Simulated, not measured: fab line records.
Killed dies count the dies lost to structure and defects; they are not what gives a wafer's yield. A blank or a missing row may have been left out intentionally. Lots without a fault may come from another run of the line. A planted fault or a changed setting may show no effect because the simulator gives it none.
Matching of chambers :: flow n5-finfet :: N5_BEOL_M0_SAQP_STRIP_108 on rie-diel-02: 4 sister chambers
The step strips in N2/H2. 16 wafers are shown with their chamber, then 8 later ones without.

## WAFERS, EACH WITH ITS CHAMBER
wafer: L077.3
chamber: 0
showerhead-plenum-p-Torr (Torr): 3.13
throttle-valve-pct (%): 19.7
drypump-motor-current-A (A): 5.7

wafer: L077.5
chamber: 3
showerhead-plenum-p-Torr (Torr): 3.46
throttle-valve-pct (%): 18.7
drypump-motor-current-A (A): 6.0

wafer: L077.6
chamber: 0
showerhead-plenum-p-Torr (Torr): 3.13
throttle-valve-pct (%): 19.7
drypump-motor-current-A (A): 5.8

wafer: L087.3
chamber: 3
showerhead-plenum-p-Torr (Torr): 3.46
throttle-valve-pct (%): 18.3
drypump-motor-current-A (A): 6.1

wafer: L087.5
chamber: 2
showerhead-plenum-p-Torr (Torr): 3.24
throttle-valve-pct (%): 19.0
drypump-motor-current-A (A): 5.7

wafer: L087.6
chamber: 1
showerhead-plenum-p-Torr (Torr): 3.30
throttle-valve-pct (%): 19.2
drypump-motor-current-A (A): 5.5

wafer: L088.1
chamber: 1
showerhead-plenum-p-Torr (Torr): 3.29
throttle-valve-pct (%): 19.3
drypump-motor-current-A (A): 5.5

wafer: L088.5
chamber: 2
showerhead-plenum-p-Torr (Torr): 3.24
throttle-valve-pct (%): 19.0
drypump-motor-current-A (A): 5.6

wafer: L088.6
chamber: 3
showerhead-plenum-p-Torr (Torr): 3.46
throttle-valve-pct (%): 18.3
drypump-motor-current-A (A): 6.0

wafer: L089.1
chamber: 2
showerhead-plenum-p-Torr (Torr): 3.24
throttle-valve-pct (%): 19.0
drypump-motor-current-A (A): 5.7

wafer: L089.2
chamber: 0
showerhead-plenum-p-Torr (Torr): 3.12
throttle-valve-pct (%): 19.7
drypump-motor-current-A (A): 5.7

wafer: L089.3
chamber: 1
showerhead-plenum-p-Torr (Torr): 3.29
throttle-valve-pct (%): 19.3
drypump-motor-current-A (A): 5.5

wafer: L094.3
chamber: 1
showerhead-plenum-p-Torr (Torr): 3.29
throttle-valve-pct (%): 19.3
drypump-motor-current-A (A): 5.5

wafer: L094.4
chamber: 3
showerhead-plenum-p-Torr (Torr): 3.45
throttle-valve-pct (%): 18.3
drypump-motor-current-A (A): 6.0

wafer: L094.6
chamber: 3
showerhead-plenum-p-Torr (Torr): 3.45
throttle-valve-pct (%): 18.3
drypump-motor-current-A (A): 6.0

wafer: L095.2
chamber: 2
showerhead-plenum-p-Torr (Torr): 3.23
throttle-valve-pct (%): 19.1
drypump-motor-current-A (A): 5.7

SIGNATURES (means of the wafers above)
reading: showerhead-plenum-p-Torr
chamber 0: 3.1267
chamber 1: 3.2925
chamber 2: 3.2375
chamber 3: 3.4560
scatter within a chamber: 0.0053

reading: throttle-valve-pct
chamber 0: 19.700
chamber 1: 19.275
chamber 2: 19.025
chamber 3: 18.380
scatter within a chamber: 0.109

reading: drypump-motor-current-A
chamber 0: 5.733
chamber 1: 5.500
chamber 2: 5.675
chamber 3: 6.020
scatter within a chamber: 0.043
Rule: a wafer lies at a distance from a chamber equal to the root of the sum of squares, over the readings, of (its reading less the chamber's mean, divided by the reading's scatter). The wafer belongs to the nearest chamber; if the next one is less than 2 further off, it can't be placed. The scatter: the root of (the sum of the squares of (reading less its chamber's mean) over the shown wafers, divided by (wafers less chambers)).

## WAFERS WITHOUT THEIR CHAMBER
wafer: L095.5
showerhead-plenum-p-Torr (Torr): 3.12
throttle-valve-pct (%): 19.8
drypump-motor-current-A (A): 5.8

wafer: L095.6
showerhead-plenum-p-Torr (Torr): 3.45
throttle-valve-pct (%): 18.3
drypump-motor-current-A (A): 6.0

wafer: L096.1
showerhead-plenum-p-Torr (Torr): 3.12
throttle-valve-pct (%): 19.8
drypump-motor-current-A (A): 5.7

wafer: L096.2
showerhead-plenum-p-Torr (Torr): 3.45
throttle-valve-pct (%): 18.3
drypump-motor-current-A (A): 6.1

wafer: L096.3
showerhead-plenum-p-Torr (Torr): 3.29
throttle-valve-pct (%): 19.3
drypump-motor-current-A (A): 5.5

wafer: L097.2
showerhead-plenum-p-Torr (Torr): 3.45
throttle-valve-pct (%): 18.3
drypump-motor-current-A (A): 6.0

wafer: L097.4
showerhead-plenum-p-Torr (Torr): 3.12
throttle-valve-pct (%): 19.8
drypump-motor-current-A (A): 5.7

wafer: L097.6
showerhead-plenum-p-Torr (Torr): 3.23
throttle-valve-pct (%): 19.1
drypump-motor-current-A (A): 5.7

## CHAMBER TAKEN BY EACH
wafer: L095.5
from the rows above: 0
in truth: 0

wafer: L095.6
from the rows above: 3
in truth: 3

wafer: L096.1
from the rows above: 0
in truth: 0

wafer: L096.2
from the rows above: 3
in truth: 3

wafer: L096.3
from the rows above: 1
in truth: 1

wafer: L097.2
from the rows above: 3
in truth: 3

wafer: L097.4
from the rows above: 0
in truth: 0

wafer: L097.6
from the rows above: 2
in truth: 2
8 of 8 placed correctly. Can't be placed from these rows: 0. Number placed wrongly: 0.
